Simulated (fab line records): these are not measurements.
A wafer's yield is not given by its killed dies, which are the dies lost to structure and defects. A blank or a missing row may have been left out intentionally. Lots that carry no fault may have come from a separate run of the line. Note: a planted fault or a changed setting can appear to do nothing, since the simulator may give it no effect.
What tool caused it? | flow nand-harc | Sampling: 6 lots, 18 wafers, 3 of 1302 route steps

== WHAT THE GAUGES READ, wafer by wafer ==
NHARC_A_CHANNEL_HOLE_D1_CD_MEAS_10: target cd 100 nm.
lot  | measured     | on        | cd-nm (nm)
L915 | day 8 19:41  | cd-sem-01 | 100.1 100.5 99.4
L917 | day 9 15:52  | cd-sem-02 | 100.0 100.0 99.7
L918 | day 10 13:19 | cd-sem-01 | 100.4 99.5 100.7
L927 | day 13 22:20 | cd-sem-01 | 100.0 100.3 100.8
L930 | day 15 10:23 | cd-sem-03 | 100.6 99.8 99.8
L936 | day 17 10:21 | cd-sem-03 | 100.1 100.9 100.2

== WHAT TOOL EACH LOT RAN ON (gives the tool, then ch and the chambers of the sampled wafers, and finally the start) ==
lot  | NHARC_A_ONON_D1_DEP_33          | NHARC_A_CHANNEL_HOLE_D1_EXPOSE_07
L915 | pecvd-03 ch 0,1,2, day 8 15:53  | arfi-scanner-01 ch 0, day 8 19:33
L917 | pecvd-02 ch 1,2, day 9 11:28    | arfi-scanner-02 ch 0, day 9 15:43
L918 | pecvd-02 ch 0,1,2, day 10 08:53 | arfi-scanner-01 ch 0, day 10 13:11
L927 | pecvd-03 ch 0,1,2, day 13 18:52 | arfi-scanner-01 ch 0, day 13 22:11
L930 | pecvd-03 ch 0, day 15 07:05     | arfi-scanner-03 ch 0, day 15 10:14
L936 | pecvd-04 ch 0,2, day 17 07:13   | arfi-scanner-01 ch 0, day 17 10:13
- NHARC_A_ONON_D1_DEP_33: deposits SiO2, target thk 200 nm.
- NHARC_A_CHANNEL_HOLE_D1_EXPOSE_07: exposes mask HOLE D1, target cd 100 nm.

== THE ANSWER, worked out from the rows above alone ==
Rule: usual is defined by the lots themselves. Put in order of their means at a reading, lots are off if they are a third of the lots or fewer, leave a main group of 4 or more, and stand apart from it by a gap of 3 or more times the standard deviation of the main group's means; of several such gaps the widest counts. A main group whose means are all the same, to the digits that the tables above print for the reading, isn't used. Also off: a lot with no number at a reading for which 4 or more lots have one. Any other lot the step has rows for is counted as sound.
Across all readings shown, no lot is off: no conclusion can be drawn from this.

== WHAT HAD BEEN PUT IN BY THE SIMULATOR ==
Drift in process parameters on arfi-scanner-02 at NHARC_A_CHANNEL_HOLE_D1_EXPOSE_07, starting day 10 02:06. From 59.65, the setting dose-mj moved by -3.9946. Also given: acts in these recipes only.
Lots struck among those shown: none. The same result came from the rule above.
